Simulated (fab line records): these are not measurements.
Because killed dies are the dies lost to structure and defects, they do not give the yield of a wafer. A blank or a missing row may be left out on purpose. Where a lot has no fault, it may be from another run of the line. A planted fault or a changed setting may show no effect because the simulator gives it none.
Matching of chambers ; flow n5_finfet ; rie_diel-02 running N5_BEOL_M0_STRIP_140: 4 sister chambers
The step strips in CF4. 8 wafers are shown with their chamber, then 8 later ones without.

## WAFERS, EACH WITH ITS CHAMBER
wafer;chamber;throttle_valve_pct (%);showerhead_plenum_p_Torr (Torr)
L078.6;0;13.63;1.78
L083.3;3;13.74;1.85
L083.4;2;13.40;1.83
L083.5;0;13.67;1.77
L084.1;3;13.75;1.85
L084.2;1;13.57;1.83
L084.4;2;13.39;1.83
L087.4;1;13.57;1.82

## WAFERS WITHOUT THEIR CHAMBER
wafer;throttle_valve_pct (%);showerhead_plenum_p_Torr (Torr)
L087.5;13.41;1.82
L087.6;13.77;1.85
L088.2;13.77;1.85
L088.4;13.77;1.85
L088.6;13.41;1.82
L095.2;13.80;1.84
L095.3;13.63;1.82
L095.5;13.74;1.77

## EACH ONE'S CHAMBER
wafer;from the rows above;in truth
L087.5;2;2
L087.6;3;3
L088.2;3;3
L088.4;3;3
L088.6;2;2
L095.2;3;3
L095.3;1;1
L095.5;0;0
Correctly placed: 8 of 8. Left unplaced by these rows: 0. Placed wrongly: 0.
How it was worked out, from the rows above alone: a wafer's distance from a chamber is the root of the sum, over the readings, of the square of ((its reading less the chamber's mean) divided by the reading's scatter). The wafer belongs to the nearest chamber; if the next one is less than 2 further off, it can't be placed. Each chamber's mean is taken over the wafers shown for it. How the scatter is found: for the shown wafers, subtract from each reading the mean of its chamber, square and add these, divide the total by (wafers less chambers), then take the root.
